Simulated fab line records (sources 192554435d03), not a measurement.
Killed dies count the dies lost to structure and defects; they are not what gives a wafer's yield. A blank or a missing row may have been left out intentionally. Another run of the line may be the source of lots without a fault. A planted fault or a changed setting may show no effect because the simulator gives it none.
Matching of chambers ; flow n5Finfet ; 4 sister chambers for N5_MOL_CONTACT_COAG_STRIP_96 on rieDiel-03
The step strips in N2/H2. 4 wafers are shown with their chamber, then 8 later ones without.

== WAFERS, EACH WITH ITS CHAMBER ==
wafer;chamber;throttleValvePct (%)
L086.3;3;19.14
L092.2;1;18.69
L092.5;2;18.60
L093.2;0;18.35

== WAFERS WHOSE CHAMBER IS MISSING ==
wafer;throttleValvePct (%)
L093.4;18.60
L093.6;18.74
L096.1;18.74
L096.2;18.70
L096.3;18.59
L097.1;18.61
L097.4;18.77
L097.5;18.70

== THE CHAMBER EACH PASSED THROUGH ==
wafer;from the rows above;in truth
L093.4;2;2
L093.6;1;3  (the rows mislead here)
L096.1;1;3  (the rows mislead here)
L096.2;1;1
L096.3;2;2
L097.1;can't be placed: 2 or 1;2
L097.4;1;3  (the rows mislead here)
L097.5;1;1
Correctly placed: 4 of 8. Not placeable from these rows: 1 (in 1, the candidates include the true chamber). 3 placed wrongly.
How it was worked out, from the rows above alone: a wafer's distance from a chamber is the root of the sum, over the readings, of the square of ((its reading less the chamber's mean) divided by the reading's scatter). The wafer belongs to the nearest chamber; if the next one is less than 2 further off, it can't be placed. Each chamber's mean is taken over the wafers shown for it. The scatter: with one shown wafer a chamber, the root of the mean of the squares of how far each hidden wafer lies from its nearest shown one.
